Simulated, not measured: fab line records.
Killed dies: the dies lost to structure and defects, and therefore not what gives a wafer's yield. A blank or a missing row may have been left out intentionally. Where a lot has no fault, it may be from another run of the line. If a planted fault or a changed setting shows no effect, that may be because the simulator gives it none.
fab line records    flow n5Finfet
record lots=5  wafers=15  lastDay=17
route steps=1938 shown BEOL_M4@1099 BEOL_M5@1112 BEOL_M14@1742 BEOL_M15@1830 PASSIVATION@1936
lots that met no fault: from a run of the same line without faults
startH: hours from the record's opening day to when the first of the lot's shown wafers began    waitH: how many hours have passed since the lot's step before this one    " unchanged from the row above    L1.1+2: a row that stands for several wafers    - no value, or no start was given    * or withheld: withheld    < > ~ a bound
route shown NAME@n: names a module that has steps shown in the file, with the first one's number in the route    usual: mean and standard deviation over wafers with no fault    same: alike in all rows    chamber/n: place in a boat    sites: each site's reading    _std_site: standard deviation across them    _edge_site: outer sites' mean less inner sites'    radiusMm: for every site, how far away it sits from the centre of the wafer    mask NAME#n: copy n    behind: tool/chamber where the wafer was last shaped    hold: the reason the lot was held/the length of the hold in hours/how it ended    device: the n, p or np transistor that did not switch    end of line: the same wafers' tests at the end of the route    step lacking rows: just its recipe    killed: at the first sort, the dies lost to defects and structure; wafer yield is something else    map: dies across one wafer; x = killed, . = not, _ = none there
set.NAME: setting as actually run; set.NAME@STEP: the setting as run at that earlier step    model.NAME: the simulator's own value behind a step, which no gauge read
certain route steps with their lots: each step a table, each wafer a row
services: from which hour (startH, from the record's first day; less than 0 if before it) a tool's chamber was out of use, for how many hours, and why
## steps
# step N5_BEOL_M4_ANNEAL_95
# recipe tempC=400  timeS=240  ambient=vacuum
# step N5_BEOL_M4_SPUTTER_96
# recipe material=Cu  targetThkA=45  tempC=-20  chamberPressurePa=0.07  powerW=withheld  timeS=8.29
# step N5_BEOL_M4_ECD_50
# recipe material=Cu  targetThkA=3000
# step N5_BEOL_M4_ANNEAL_51
# recipe tempC=225  timeS=90  ambient=N2
# step N5_BEOL_M4_CMP_52
# recipe stopOn=SiOC  tOverpolishS=6.8  downForcePsi=1  platenRpm=50  clearingPlatenDownForcePsi=1.5  clearingPlatenRpm=50  postCmpClean=cuAlkaline  targetThkNm=40  clearingPlatenPadVelocityMS=0.99484  padVelocityMS=0.99484
# step N5_BEOL_M4_PRE_CLEAN_60
# recipe gas=NH3/H2  timeS=15  tempC=*  rfPowerW=300
# step N5_BEOL_M4_CO_CAP_55
# recipe material=Co  targetThkA=20  tempC=200  precursor=CCTBA/H2  pressureTorr=30  timeS=102.1
# step N5_BEOL_M4_PRE_CLEAN_56
# recipe gas=NH3  timeS=15  tempC=withheld  rfPowerW=300
# step N5_BEOL_M4_DEP_57
# recipe material=SiCN  targetThkA=80  tempC=withheld  precursor=3MS/NH3  pressureTorr=3  rfW=202  timeS=14
# step N5_BEOL_M4_RC_MEAS_101
# usual DIBL_N=36.9/1.7  DIBL_P=36.7/2.1  IOFF_N=0.17/0.032  IOFF_P=0.22/0.036  ION_N=674/12  ION_P=461/7  SS_N=71.7/0.6  SS_P=73.4/0.67  VT_N=249/3.1  VT_P=-250/3.2
lot.wafer  tool       chamber  startH  waitH  DIBL_N[mV/V]  DIBL_P[mV/V]  IOFF_N[nA/um]  IOFF_P[nA/um]  ION_N[uA/um]  ION_P[uA/um]  SS_N[mV/dec]  SS_P[mV/dec]  VT_N[mV]  VT_P[mV]
L848.1     prober-02  0        181.90  0.0    31.7          30.0          0.10           0.14           645           445           70.4          72.0          257       -256
L848.2     "          0        "       "      36.6          36.0          0.17           0.21           668           455           71.1          73.4          253       -252
L848.5     "          0        "       "      37.1          37.4          0.20           0.23           686           464           71.0          73.0          247       -249
L855.2     prober-01  0        248.76  0.2    38.3          37.0          0.20           0.23           679           462           71.8          73.1          247       -250
L855.3     "          0        "       "      40.8          41.3          0.25           0.31           694           471           72.6          75.5          245       -246
L855.4     "          0        "       "      37.2          36.2          0.17           0.21           675           456           71.5          73.8          249       -249
L858.3     prober-02  0        249.97  0.3    36.7          36.2          0.15           0.17           676           454           71.7          72.7          249       -254
L858.4     "          0        "       "      37.2          37.6          0.16           0.19           674           452           72.1          74.0          248       -253
L858.5     "          0        "       "      37.8          38.5          0.19           0.21           682           456           71.6          73.5          246       -252
L863.1     prober-02  0        279.11  0.0    37.5          35.7          0.18           0.26           676           471           71.5          73.4          247       -244
L863.3     "          0        "       "      35.1          33.5          0.14           0.23           662           466           71.5          72.8          249       -247
L863.4     "          0        "       "      34.8          33.6          0.14           0.24           667           467           70.8          72.1          248       -245
L867.3     prober-02  0        295.51  0.3    40.0          40.8          0.26           0.32           698           473           73.2          75.6          244       -245
L867.5     "          0        "       "      38.0          38.5          0.20           0.27           691           468           72.0          73.5          250       -246
L867.6     "          0        "       "      37.7          38.6          0.20           0.28           682           466           71.4          74.5          247       -246
# step N5_BEOL_M5_ILD_DEP_00
# recipe material=SiCOH_lowk  targetThkA=1406.4  tempC=300  precursor=DEMS/porogen  pressureTorr=5  rfW=500  timeS=25.9
# step N5_BEOL_M5_CURE_79
# recipe tempC=385  timeS=240  ambient=He/Ar  material=SiCOH_lowk
# step N5_BEOL_M5_PECVD_70
# recipe material=SiO2  targetThkA=160  tempC=400  precursor=TEOS/O2  pressureTorr=5.5  rfW=450  teosFlowSccm=53.8  gas=O2  flowSccm=3000  timeS=18
# step N5_BEOL_M5_HM_DEP_02
# recipe material=TiN  targetThkA=200  tempC=25  chamberPressurePa=0.49996
# step N5_BEOL_M5_COAT_59
# recipe resist=SOC  tempC=250  timeS=60  spinRpm=1500  resistThkNm=60
# step N5_BEOL_M5_COAT_60
# recipe resist=SiARC  tempC=220  timeS=60  spinRpm=1500  resistThkNm=12
# step N5_BEOL_M5_COAT_71
# recipe resist=underlayer  tempC=205  timeS=60  spinRpm=1500  resistThkNm=5
# step N5_BEOL_M5_COAT_05
# recipe resist=CAR-EUV  spinRpm=1500  resistThkNm=30
# step N5_BEOL_M5_EBR_07
# recipe solvent=PGMEA  ebrWidthMm=1.5
# step N5_BEOL_M5_SOFTBAKE_06
# recipe tempC=110  timeS=60  resist=CAR-EUV
# step N5_BEOL_M5_EXPOSE_08
# recipe maskId=M5  na=0.33  sourceShape=annular  sigmaInner=0.4  sigmaOuter=0.8  polarization=unpolarized  targetCdNm=28  doseMj=35.75
# step N5_BEOL_M5_PEB_09
# recipe pebTempC=100  pebTimeS=60  resist=CAR-EUV
# step N5_BEOL_M5_DEVELOP_10
# recipe developTimeS=30  developer=TMAH  resist=CAR-EUV  rinseLiquid=surfactantRinse  dry=airSpin  devTempC=23
# step N5_BEOL_M5_DESCUM_16
# recipe chemistry=O2  timeS=7  sourcePowerW=50  biasPowerW=20  pressureMtorr=20  rfFrequencyHz=2.712e+07  tempC=40  resist=CAR-EUV  o2FlowSccm=225
# step N5_BEOL_M5_ETCH_72
# recipe chemistry=N2/H2  target=underlayer  targetDepthA=65  maskMaterial=CAR-EUV  timeS=5.2  ionEnergyEv=200  pressureMtorr=30  sourceW=840  biasW=150  n2FlowSccm=200  h2FlowSccm=200  ends=cleared
# step N5_BEOL_M5_ETCH_61
# recipe chemistry=CF4  target=SiARC  targetDepthA=156  maskMaterial=CAR-EUV  timeS=26  ionEnergyEv=80  pressureMtorr=40  sourceW=545  biasW=36  Ar_flow_sccm=100  cf4FlowSccm=100  ends=cleared
# step N5_BEOL_M5_ETCH_62
# recipe chemistry=N2/H2  target=SOC  targetDepthA=750  overetchA=150  maskMaterial=SiARC  tempC=40  timeS=112.5  ionEnergyEv=200  pressureMtorr=30  sourceW=840  biasW=150  n2FlowSccm=200  h2FlowSccm=200
# step N5_BEOL_M5_STRIP_63
# recipe chemistry=N2/H2  tempC=40  n2FlowSccm=200  h2FlowSccm=200  rfFrequencyHz=6e+07
# step N5_BEOL_M5_STRIP_73
# recipe chemistry=N2/H2  tempC=40  n2FlowSccm=200  h2FlowSccm=200  rfFrequencyHz=6e+07
# step N5_BEOL_M5_STRIP_64
# recipe chemistry=CF4  resist=SiARC  powerW=300  biasPowerW=75  pressureMtorr=50  cf4FlowSccm=150  rfFrequencyHz=6e+07
# step N5_BEOL_M5_HM_OPEN_17
# recipe chemistry=Cl2/BCl3  targetDepthA=200  overetchA=60  target=TiN  maskMaterial=SOC  ionEnergyEv=150  pressureMtorr=10  icpW=1000  biasW=126  Cl2_flow_sccm=53.25  bcl3FlowSccm=21.75  Ar_flow_sccm=25
# step N5_BEOL_M5_STRIP_19
# recipe chemistry=O2  powerW=400  tempC=40  pressureMtorr=30  rfFrequencyHz=6e+07  biasPowerW=0  overashFraction=0.2  o2FlowSccm=225
# step N5_BEOL_M5_COAT_65
# recipe resist=SOC  tempC=250  timeS=60  spinRpm=1500  resistThkNm=60
# step N5_BEOL_M5_COAT_66
# recipe resist=SiARC  tempC=220  timeS=60  spinRpm=1500  resistThkNm=12
# step N5_BEOL_M14_EXPOSE_25
# recipe maskId=M14  na=0.8  sourceShape=annular  sigmaInner=0.5  sigmaOuter=0.8  polarization=unpolarized  targetCdNm=280  doseMj=26.6
# usual reticleTempC=23.00/0.099
lot.wafer  tool           chamber  startH  waitH  mask   reticleTempC
L848.1     krfScanner-02  0        252.19  -      M14#0  23.10
L848.2     "              0        "       "      M14#0  23.00
L848.5     "              0        "       "      M14#0  23.03
L858.3     krfScanner-02  0        326.32  -      M14#0  22.96
L858.4     "              0        "       "      M14#0  23.01
L858.5     "              0        "       "      M14#0  22.87
L855.2     krfScanner-02  0        330.13  -      M14#0  22.98
L855.3     "              0        "       "      M14#0  22.98
L855.4     "              0        "       "      M14#0  23.04
L863.1     krfScanner-02  0        361.93  -      M14#0  23.09
L863.3     "              0        "       "      M14#0  23.14
L863.4     "              0        "       "      M14#0  23.05
L867.3     krfScanner-01  0        369.73  -      M14#0  22.99
L867.5     "              0        "       "      M14#0  23.04
L867.6     "              0        "       "      M14#0  23.13
# step N5_BEOL_M14_CD_MEAS_28
# recipe targetCdNm=284.4  landingEnergyEv=500  detector=seInlens
# usual cdNm=284.6/1.7
lot.wafer  tool      chamber  startH  waitH  cdNm
L848.1     cdSem-02  0        252.36  -      286.0
L848.2     "         0        "       "      286.5
L848.5     "         0        "       "      284.3
L858.3     cdSem-01  0        326.48  -      321.5
L858.4     "         0        "       "      286.1
L858.5     "         0        "       "      320.3
L855.2     cdSem-03  0        330.30  -      284.1
L855.3     "         0        "       "      320.9
L855.4     "         0        "       "      285.6
L863.1     cdSem-03  0        362.10  -      321.0
L863.3     "         0        "       "      321.5
L863.4     "         0        "       "      282.8
L867.3     cdSem-01  0        369.89  -      281.1
L867.5     "         0        "       "      284.2
L867.6     "         0        "       "      281.1
# step N5_BEOL_M14_DESCUM_33
# recipe chemistry=O2  timeS=7.9  sourcePowerW=50  biasPowerW=20  pressureMtorr=20  rfFrequencyHz=2.712e+07  tempC=40  o2FlowSccm=225
# usual biasPowerW=20.00/0.064  drypumpMotorCurrentA=5.4/0.38  oesProductAu=0.78/0.095  rfVppV=243.0/1.6  showerheadPlenumPTorr=2.07/0.085  throttleValvePct=20.35/0.15
lot.wafer  tool        chamber  startH  waitH  biasPowerW  drypumpMotorCurrentA  oesProductAu  rfHoursCounterH  rfVppV  showerheadPlenumPTorr  throttleValvePct  model.BEOL_M14.cdNm
L848.1     rieDiel-05  3        252.45  0.0    19.93       5.7                   0.86          40               246.0   2.20                   20.21             286
L848.2     "           0        "       "      19.92       5.0                   0.78          97               241.9   2.11                   20.06             286.2
L848.5     "           3        "       "      20.00       5.7                   0.87          -                245.2   2.20                   20.21             284.2
L858.3     rieDiel-04  3        326.56  0.0    19.99       5.7                   0.66          246              240.9   1.95                   20.36             321.4
L858.4     "           0        "       "      20.05       5.9                   0.66          246              242.9   1.96                   20.57             286.4
L858.5     "           3        "       "      20.06       5.6                   0.67          -                240.3   1.95                   20.38             320.2
L855.2     rieDiel-04  3        330.66  0.3    19.89       5.6                   0.67          248              242.6   1.95                   20.37             284.4
L855.3     "           2        "       "      20.04       4.8                   0.82          94               242.3   2.03                   20.43             320.8
L855.4     "           1        "       "      19.98       5.3                   0.95          -                243.6   2.13                   20.30             285.8
L863.1     rieDiel-02  3        362.19  0.0    20.01       5.4                   0.81          100              243.1   2.10                   20.34             320.8
L863.3     "           0        "       "      20.02       5.7                   0.66          271              240.2   1.96                   20.52             321.4
L863.4     "           3        "       "      20.12       5.4                   0.81          -                243.1   2.10                   20.33             283.2
L867.3     rieDiel-04  2        369.98  0.0    20.07       4.8                   0.79          111              245.0   2.03                   20.48             281.4
L867.5     "           1        "       "      20.06       5.3                   0.88          -                242.9   2.13                   20.35             284
L867.6     "           0        "       "      20.06       5.9                   0.96          -                245.5   2.21                   20.04             281.2
# step N5_BEOL_M14_ETCH_38
# recipe chemistry=CF4/N2  target=SiCN  targetDepthA=1065  taperDeg=2  timeS=120.6  ionEnergyEv=150  maskMaterial=SiO2  pressureMtorr=40  sourceW=430  biasW=70  Ar_flow_sccm=100  cf4FlowSccm=60  n2FlowSccm=60
# usual drypumpMotorCurrentA=5.4/0.38  mfcArSccm=100.0/0.32  oesProductAu=0.77/0.09  rfVppV=382.3/2.3  showerheadPlenumPTorr=2.21/0.08  throttleValvePct=15.43/0.19
lot.wafer  tool        chamber  startH  waitH  drypumpMotorCurrentA  mfcArSccm  oesProductAu  rfHoursCounterH  rfVppV  showerheadPlenumPTorr  throttleValvePct  model.BEOL_M14.cdNm
L848.1     rieDiel-05  0        -       -      5.0                   100.0      0.78          98               381.9   2.22                   15.12             277.8
L848.2     "           3        "       "      5.7                   100.0      0.83          41               386.4   2.33                   15.28             280.2
L848.5     "           0        "       "      5.0                   100.3      0.77          -                384.0   2.22                   15.12             275.6
L858.3     rieDiel-04  2        -       -      4.8                   99.7       0.81          93               381.3   2.14                   15.39             316
L858.4     "           3        "       "      5.7                   99.8       0.66          246              380.4   2.08                   15.61             278.8
L858.5     "           1        "       "      5.3                   99.9       0.94          -                383.9   2.26                   15.28             315.2
L855.2     rieDiel-02  0        -       -      5.7                   100.6      0.67          256              379.1   2.09                   15.62             279.6
L855.3     "           3        "       "      5.4                   99.8       0.82          85               382.9   2.23                   15.41             318.6
L855.4     "           1        "       "      4.9                   100.3      0.79          -                384.3   2.23                   15.25             281.2
L863.1     rieDiel-04  0        -       -      5.9                   100.0      0.95          3                385.8   2.35                   15.20             316.8
L863.3     "           1        "       "      5.3                   99.8       0.90          23               384.2   2.25                   15.33             314.6
L863.4     "           0        "       "      5.9                   100.0      0.96          -                385.9   2.35                   15.21             279.2
L867.3     rieDiel-02  2        -       -      5.9                   99.8       0.97          4                383.4   2.26                   15.31             275.8
L867.5     "           2        "       "      5.9                   99.5       0.97          -                382.8   2.26                   15.30             280.4
L867.6     "           3        "       "      5.4                   100.2      0.80          -                382.5   2.22                   15.45             277.2
# step N5_BEOL_M15_RC_MEAS_101
# usual COMB_M10=1.45e-11/2.9e-12  COMB_M11=1.42e-11/2.7e-12  COMB_M12=6.3e-12/1.3e-12  COMB_M13=4.7e-12/9.7e-13  COMB_M14=3.6e-12/8.5e-13  COMB_M15=2.5e-12/6.5e-13  COMB_M5=3.6e-11/7.1e-12  COMB_M6=2.6e-11/5.5e-12  COMB_M7=2.4e-11/5.4e-12  COMB_M8=2.6e-11/4.7e-12  COMB_M9=1.5e-11/3e-12  SERP_M10=3.10/0.07  SERP_M11=3.06/0.083  SERP_M12=0.635/0.016  SERP_M13=0.309/0.0072  SERP_M13_max_site=0.312/0.0072  SERP_M14=0.164/0.0046  SERP_M14_max_site=0.166/0.0047  SERP_M5=39.9/1.6  SERP_M5_max_site=41.3/1.7  SERP_M6=14.3/0.57  SERP_M6_max_site=14.9/0.61  SERP_M7=13.8/0.56  SERP_M7_max_site=14.4/0.66  SERP_M8=13.9/0.46  SERP_M8_max_site=14.4/0.52  SERP_M9=3.07/0.08
lot.wafer  tool       chamber  startH  waitH  COMB_M10[S/m]  COMB_M11[S/m]  COMB_M12[S/m]  COMB_M13[S/m]  COMB_M14[S/m]  COMB_M15[S/m]  COMB_M5[S/m]  COMB_M6[S/m]  COMB_M7[S/m]  COMB_M8[S/m]  COMB_M9[S/m]  SERP_M10[ohm/um]  SERP_M11[ohm/um]  SERP_M12[ohm/um]  SERP_M13[ohm/um]  SERP_M13_max_site[ohm/um]  SERP_M14[ohm/um]  SERP_M14_max_site[ohm/um]  SERP_M5[ohm/um]  SERP_M5_max_site[ohm/um]  SERP_M6[ohm/um]  SERP_M6_max_site[ohm/um]  SERP_M7[ohm/um]  SERP_M7_max_site[ohm/um]  SERP_M8[ohm/um]  SERP_M8_max_site[ohm/um]  SERP_M9[ohm/um]
L848.1     prober-01  0        268.43  0.0    1.84e-11       1.57e-11       9.1e-12        3.3e-12        2.2e-12        1.5e-12        5.5e-11       2.1e-11       2.9e-11       2.5e-11       2.09e-11      3.10              2.98              0.637             0.314             0.318                      0.168             0.170                      40.5             41.8                      14.3             14.7                      13.5             14.0                      13.6             14.1                      3.17
L848.2     "          0        "       "      1.31e-11       1.77e-11       9.2e-12        4.1e-12        2.7e-12        1.9e-12        3.2e-11       2.3e-11       3.1e-11       2.3e-11       1.96e-11      3.01              3.24              0.658             0.305             0.308                      0.163             0.165                      40.3             41.7                      13.8             14.3                      14.5             15.0                      13.6             14.2                      3.14
L848.5     "          0        "       "      1.32e-11       1.21e-11       5.4e-12        5.6e-12        1.9e-12        2.2e-12        3.3e-11       3.1e-11       2.7e-11       2.3e-11       1.78e-11      3.02              3.01              0.650             0.303             0.306                      0.171             0.174                      38.8             41.3                      14.8             15.3                      14.6             15.1                      13.6             14.1                      3.05
L858.3     prober-01  0        334.83  0.3    1.95e-11       1.38e-11       7.3e-12        2.3e-12        2.6e-12        1.8e-12        3.7e-11       2.1e-11       4e-11         2.3e-11       1.46e-11      3.12              3.06              0.632             0.305             0.309                      0.143             0.144                      41.1             41.9                      14.7             15.2                      14.1             14.4                      13.1             13.6                      3.08
L858.4     "          0        "       "      1.28e-11       1.29e-11       7.6e-12        5.1e-12        3.6e-12        1.2e-12        4.4e-11       2.3e-11       2.5e-11       2.5e-11       2.09e-11      3.07              2.97              0.631             0.304             0.306                      0.169             0.170                      40.2             42.0                      14.6             15.0                      13.8             14.5                      13.6             14.3                      3.06
L858.5     "          0        "       "      1.35e-11       1.06e-11       5.7e-12        4.7e-12        3.2e-12        3.1e-12        3.6e-11       2.7e-11       2.2e-11       2.3e-11       1.2e-11       3.05              3.07              0.635             0.309             0.311                      0.143             0.145                      41.4             42.5                      14.6             15.8                      12.9             13.6                      14.2             14.9                      3.02
L855.2     prober-01  0        340.00  0.3    1.35e-11       2.02e-11       6.3e-12        5e-12          2.8e-12        2.5e-12        2.9e-11       2.8e-11       2.3e-11       3.6e-11       1.34e-11      3.13              3.09              0.624             0.312             0.316                      0.167             0.169                      40.1             42.3                      14.8             15.1                      13.7             14.1                      14.5             14.6                      3.07
L855.3     "          0        "       "      1.57e-11       1.75e-11       5.3e-12        5e-12          3.5e-12        3.7e-12        2.6e-11       2.5e-11       2.5e-11       3.3e-11       1.22e-11      3.03              3.03              0.667             0.313             0.318                      0.136             0.137                      40.9             41.6                      14.6             15.1                      13.9             14.5                      13.4             14.3                      3.05
L855.4     "          0        "       "      1.37e-11       1.73e-11       8.1e-12        4.5e-12        1.7e-12        1.8e-12        3.3e-11       3.3e-11       3.5e-11       2.3e-11       1.71e-11      3.09              3.11              0.613             0.301             0.302                      0.158             0.160                      39.5             41.5                      14.8             15.4                      13.6             14.4                      14.5             14.8                      3.16
L863.1     prober-02  0        374.04  0.0    1.36e-11       1.31e-11       7e-12          6.4e-12        3.4e-12        2.8e-12        2.7e-11       2.6e-11       2.2e-11       2.6e-11       1.53e-11      3.09              3.08              0.640             0.310             0.312                      0.139             0.140                      39.4             40.9                      15.4             16.0                      13.8             14.5                      13.7             14.1                      3.05
L863.3     "          0        "       "      1.74e-11       9.1e-12        4.9e-12        4.9e-12        4e-12          2.7e-12        3.8e-11       2.3e-11       2e-11         2.8e-11       1.77e-11      2.99              3.24              0.646             0.294             0.295                      0.141             0.143                      39.8             41.0                      14.4             14.9                      14.0             14.5                      15.0             15.3                      3.08
L863.4     "          0        "       "      1.46e-11       1.54e-11       7.5e-12        5.4e-12        3.2e-12        2.8e-12        5e-11         2.3e-11       2.2e-11       1.9e-11       1.43e-11      3.14              3.13              0.628             0.308             0.311                      0.165             0.167                      39.8             41.4                      15.5             16.2                      13.0             14.2                      13.9             14.0                      2.92
L867.3     prober-02  0        381.84  0.3    1.29e-11       1.72e-11       8e-12          4.4e-12        4e-12          2.7e-12        3.1e-11       2.1e-11       2.4e-11       2.1e-11       1.52e-11      3.10              2.92              0.618             0.308             0.310                      0.166             0.168                      41.9             42.7                      13.3             13.8                      14.3             14.9                      14.3             15.3                      3.16
L867.5     "          0        "       "      1.65e-11       1.46e-11       6.4e-12        6.2e-12        3.7e-12        2.5e-12        3e-11         2e-11         4.5e-11       3.1e-11       1.64e-11      3.00              3.08              0.619             0.316             0.317                      0.156             0.157                      38.8             39.8                      14.1             14.6                      13.3             13.6                      14.3             14.7                      3.10
L867.6     "          0        "       "      1.41e-11       1.77e-11       6.5e-12        5.7e-12        3.6e-12        3.7e-12        3.6e-11       2.8e-11       3e-11         3.7e-11       1.32e-11      2.96              2.93              0.626             0.319             0.322                      0.161             0.163                      42.2             43.3                      15.4             16.2                      13.7             13.8                      14.2             14.6                      3.04
# sites SERP_M14 radiusMm=0,75,75,75,75,140,140,140,140
L848.1 0.168 0.168 0.168 0.170 0.166 0.170 0.169 0.167 0.168
L858.3 0.143 0.144 0.144 0.142 0.143 0.141 0.143 0.142 0.142
L855.2 0.168 0.168 0.167 0.169 0.168 0.166 0.166 0.167 0.165
L863.1 0.140 0.138 0.140 0.139 0.138 0.137 0.139 0.139 0.139
L867.3 0.165 0.164 0.165 0.165 0.166 0.166 0.166 0.166 0.168
# step N5_PASSIVATION_PROBE_49
# usual defectLimitedYield=91.7/1.5  killed_at_M0_to_M3=32/9.6  killed_at_M4_up=13/5.3  killedAtContacts=12/6.8  killedAtFrontEnd=36/9.8  killedAtOther=4/3.1  killedDies=98/17  killedOnRim=13/4  killedOpen=65/13  killedShort=32/8.5  sort_bin_5_function=4.9/0.93  sort_bin_6_memory=3.2/0.67  sort_bin_8_speed=0.00/0.02  sortNPass=1082/17  sortYieldPct=91.7/1.4
# same grossDies=1180  killedAtBackSide=0  sort_bin_4_leakage[%]=0
lot.wafer  tool       chamber  startH  waitH  defectLimitedYield[%]  killed_at_M0_to_M3  killed_at_M4_up  killedAtContacts  killedAtFrontEnd  killedAtOther  killedDies  killedOnRim  killedOpen  killedShort  sort_bin_5_function[%]  sort_bin_6_memory[%]  sort_bin_8_speed[%]  sortNPass  sortYieldPct[%]
L858.3     prober-02  -        351.48  0.1    83.1                   45                  105              4                 42                3              199         45           69          42           6.0                     2.9                   0                    981        83.1
L858.4     prober-02  -        351.53  0.2    92.1                   39                  18               5                 29                2              93          10           65          24           5.1                     2.6                   0                    1087       92.1
L858.5     prober-02  -        351.58  0.2    83.7                   43                  96               6                 39                8              192         41           75          41           5.7                     3.8                   0                    988        83.7
L855.3     prober-02  -        359.25  0.1    84.2                   36                  114              3                 26                7              186         39           55          28           4.5                     2.6                   0                    994        84.2
L863.1     prober-01  -        386.71  0.0    86.0                   19                  99               6                 38                3              165         41           58          23           3.7                     3.1                   0                    1015       86.0
L863.3     prober-01  -        386.81  0.1    86.8                   33                  75               15                31                2              156         39           51          36           5.1                     2.4                   0                    1024       86.8
L863.4     prober-01  -        386.86  0.2    93.2                   18                  12               12                32                6              80          9            49          30           4.1                     2.5                   0                    1100       93.2
# killed by level:class
L858.3 BEOL_M14:areaExpose=87 BEOL_M0_SAQP:geometricParticle:open=15 BEOL_M0_SAQP:geometricParticle:short=13 STI_FIN_REVEAL:geometricParticle:open=12 FIN_SAQP:geometricParticle:short=10 FIN_SAQP:geometricParticle:open=6 BEOL_M1:geometricParticle:open=6 BEOL_M4:geometricParticle:open=6
L858.4 BEOL_M0_SAQP:geometricParticle:open=12 FIN_SAQP:geometricParticle:open=11 BEOL_M4:geometricParticle:open=10 FIN_SAQP:geometricParticle:short=9 BEOL_M0_SAQP:geometricParticle:short=6 BEOL_M3:geometricParticle:open=6 MOL_CONTACT_COAG:geometricParticle:open=5 BEOL_M2:geometricParticle:open=5
L858.5 BEOL_M14:areaExpose=74 STI_FIN_REVEAL:geometricParticle:open=15 BEOL_M0_SAQP:geometricParticle:short=10 BEOL_M4:geometricParticle:open=8 BEOL_M2:geometricParticle:open=6 BEOL_M0_SAQP:geometricParticle:open=6 BEOL_M1:geometricParticle:open=6 BEOL_M3:geometricParticle:open=6
L855.3 BEOL_M14:areaExpose=102 BEOL_M2:geometricParticle:open=10 BEOL_M0:geometricParticle:open=8 FIN_SAQP:geometricParticle:short=6 BEOL_M1:geometricParticle:open=5 BEOL_M4:geometricParticle:open=5 GATE_CUT:geometricParticle:short=4 BEOL_M0_SAQP:geometricParticle:short=4
L863.1 BEOL_M14:areaExpose=81 FIN_SAQP:geometricParticle:open=10 FIN_SAQP:geometricParticle:short=7 STI_FIN_REVEAL:geometricParticle:open=6 MOL_CONTACT_COAG:geometricParticle:open=6 BEOL_M4:geometricParticle:short=6 BEOL_M1:geometricParticle:open=5 BEOL_M3:geometricParticle:open=5
L863.3 BEOL_M14:areaExpose=66 MOL_CONTACT_COAG:geometricParticle:open=12 BEOL_M0_SAQP:geometricParticle:short=11 BEOL_M4:geometricParticle:open=8 FIN_SAQP:geometricParticle:open=7 GATE_CUT:geometricParticle:short=6 BEOL_M1:geometricParticle:open=5 FIN_SAQP:geometricParticle:short=4
L863.4 MOL_CONTACT_COAG:geometricParticle:open=8 BEOL_M4:geometricParticle:open=8 DUMMY_GATE:geometricParticle:open=6 BEOL_M2:geometricParticle:open=5 FIN_SAQP:geometricParticle:open=4 FIN_SAQP:geometricParticle:short=4 STARTING-WAFER:geometricParticle:open=4 MIM_TOP_ETCH:geometricParticle:short=4
# map L855.3 (x killed, . not)
_________________.x.xx.......________________
______________...x....x..xx....._____________
___________..x.x.x.x...............__________
__________x..x.x.............x......_________
________.x.xx.............x..........._______
_______x..x...x..........x.............______
______xxx..............................._____
_____.xx.........................x.......____
____..x....x....x............x............___
___x...x...x..x.............x..............__
___x.x...x.x............x.x.........xx....x__
__.xx.x..............x......................_
__x..x....x.x...x.......x..........x........_
_....xxx......x..............................
_.xx.xx..................x..x................
_xx.xx.xx...............x...x..............x.
_x.xx...xx...........................x....x..
_.xxxx..x....................................
_xxx.xx..x.x.x....x.......x.....x............
_xx.x..x...x.x.x....x...x....................
_x.x.x........x..............................
__xxxx.............x...x...................._
__.xxxx.x..................................._
___x.x.......x..........x....x.x....xx.....__
___xxxxxx....x.x.xx.............x..x.......__
____.x.....x......x...........x....x......___
_____.....xx...............x.x...x.......____
______xx..x..x..x..x.x.................._____
_______.......................x........______
________.xxx.x.....x..........x......._______
__________...xx.x.xx................_________
___________x....x...x..............__________
______________xxxxx.x.x........x_____________
_________________.....x....x.________________
# map L858.3 (x killed, . not)
_________________...x..x.....________________
______________xx................_____________
___________......x.x....x..........__________
__________...................x......_________
________.x..xxxxx....x................_______
_______xx..x.x..............x......x...______
______..x.................x..x....x....._____
_____.x.xx...............................____
____x.x.....................x.............___
___...............x..........x........x....__
___xxx..............x......................__
__xx.x........x.......................x....._
__...x...xx...x.......................x....._
_x.x.x......................................x
_.x.x.x..............xxx........x............
_xx......x..x........................xx......
_.x..x....xx....x..x..x.x....................
_..x...x...xx..x.....x.....x.x........x......
_..x..x...x..............x...................
_.xx.x....x....x...x.................x.......
_.x.x.....xx.......x........................x
__.xx.......x...xx..............x..........._
__x.xx....x.....x..x....x....x.x..x....x.xx._
___xxxxx....x...x.....x....x.x..x..........__
___xxx...x.x......xx...................x...__
____x...x....x.x..x..............x....x...___
_____xxx.xx.x..x.x.....................x.____
______xx...x.xxx..x.........x....xx..x.._____
_______xxx...x..............x.x......x.______
________xxx.xx.....xxx................_______
__________.x.xx.........xx.x.x......_________
___________xxx.x.....x.............__________
______________xx.....x......x..._____________
_________________xx.x..x.....________________
## services
tool           chamber  startH  hours  kind
krfScanner-01  -        245.40  1.0    pm
krfScanner-01  -        248.59  0.8    pm
rieDiel-05     1        253.43  2.5    repair
krfScanner-01  -        261.91  1.4    repair
rieDiel-02     -        273.16  0.6    repair
rieDiel-05     -        278.82  0.5    repair
rieDiel-05     2        282.21  3.3    repair
krfScanner-02  -        284.84  0.9    repair
rieDiel-04     1        289.29  -      clean
rieDiel-04     1        289.29  -      consumableReplace:focusRing
rieDiel-04     1        289.29  17.8   scheduledDown
rieDiel-02     3        310.74  16.3   repair
krfScanner-01  -        318.72  4.4    pm
rieDiel-04     0        330.12  3.0    repair
krfScanner-02  -        330.99  1.6    repair
krfScanner-01  -        333.66  1.3    pm
rieDiel-05     2        333.81  16.7   repair
krfScanner-02  -        336.99  0.2    repair
krfScanner-02  -        340.35  0.8    pm
rieDiel-04     3        346.95  4.0    repair
krfScanner-02  -        348.73  1.0    pm
krfScanner-02  -        357.62  1.3    pm
rieDiel-05     -        364.22  2.8    pm
krfScanner-02  -        367.74  4.5    repair
## key
firstSign step=N5_BEOL_M14_CD_MEAS_28  reading=cdNm  direction=up  sigmas=21  usual=284.6  struck=321.0
effect step=N5_BEOL_M15_RC_MEAS_101  reading=SERP_M14  direction=down  sigmas=5.1  usual=0.164  struck=0.140
effect step=N5_PASSIVATION_PROBE_49  reading=killed_at_M4_up  direction=up  sigmas=16  usual=13  struck=98
modelEffect step=N5_BEOL_M14_DESCUM_33  value=BEOL_M14.cdNm  without=284  struck=320.9
modelEffect step=N5_BEOL_M14_ETCH_38  value=BEOL_M14.cdNm  without=279.4  struck=316.2
moreKillsBornAt N5_BEOL_M14_EXPOSE_25@krfScanner-02=410
metAt N5_BEOL_M14_EXPOSE_25
struckWafers L855.3,L858.3,L858.5,L863.1,L863.3
onsetBetween 252.19 326.32
fault kind=processParameterDrift  tool=krfScanner-02  chamber=-  onsetH=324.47  steps=N5_BEOL_M14_EXPOSE_25  channel=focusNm  offset=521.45  shape=step  endH=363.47  scope=struckWafersOnly
